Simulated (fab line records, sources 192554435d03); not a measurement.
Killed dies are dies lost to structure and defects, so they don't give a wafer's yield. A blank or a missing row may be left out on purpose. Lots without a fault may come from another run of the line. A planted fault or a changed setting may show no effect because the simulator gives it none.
Chamber matching | flow n5_finfet | N5_BEOL_M7_PECVD_70 on pecvd-01: 3 sister chambers
The step deposits SiO2 from TEOS/O2, target thk 20 nm, time 22.7 s. 6 wafers are shown with their chamber, then 12 later ones without.

WAFERS WITH THEIR CHAMBER
wafer  | chamber | showerhead_plenum_p_Torr (Torr) | throttle_valve_pct (%)
L080.5 | 2       | 8.70                            | 21.2
L083.5 | 0       | 8.74                            | 22.5
L083.6 | 1       | 8.91                            | 22.6
L088.2 | 2       | 8.68                            | 21.4
L088.3 | 1       | 8.88                            | 22.8
L088.5 | 0       | 8.76                            | 22.5

WAFERS WITHOUT THEIR CHAMBER
wafer  | showerhead_plenum_p_Torr (Torr) | throttle_valve_pct (%)
L090.1 | 8.75                            | 22.4
L090.2 | 8.92                            | 22.6
L090.3 | 8.70                            | 21.5
L089.1 | 8.91                            | 22.8
L089.2 | 8.73                            | 22.5
L089.4 | 8.75                            | 22.7
L092.4 | 8.74                            | 22.4
L092.5 | 8.69                            | 21.5
L092.6 | 8.91                            | 22.6
L096.1 | 8.74                            | 22.6
L096.3 | 8.70                            | 21.3
L096.4 | 8.74                            | 22.3

WHICH CHAMBER EACH WENT THROUGH
wafer  | from the rows above | in truth
L090.1 | 0                   | 0
L090.2 | 1                   | 1
L090.3 | 2                   | 2
L089.1 | 1                   | 1
L089.2 | 0                   | 0
L089.4 | 0                   | 0
L092.4 | 0                   | 0
L092.5 | 2                   | 2
L092.6 | 1                   | 1
L096.1 | 0                   | 0
L096.3 | 2                   | 2
L096.4 | 0                   | 0
Placed correctly: 12 of 12. Can't be placed from these rows: 0. Placed wrongly: 0.
How it was worked out, from the rows above alone: a wafer's distance from a chamber is the root of the sum, over the readings, of the square of ((its reading less the chamber's mean) divided by the reading's scatter). The wafer belongs to the nearest chamber; if the next one is less than 2 further off, it can't be placed. A chamber's mean is the mean of its shown wafers. The scatter: the root of (the sum of the squares of (reading less its chamber's mean) over the shown wafers, divided by (wafers less chambers)).
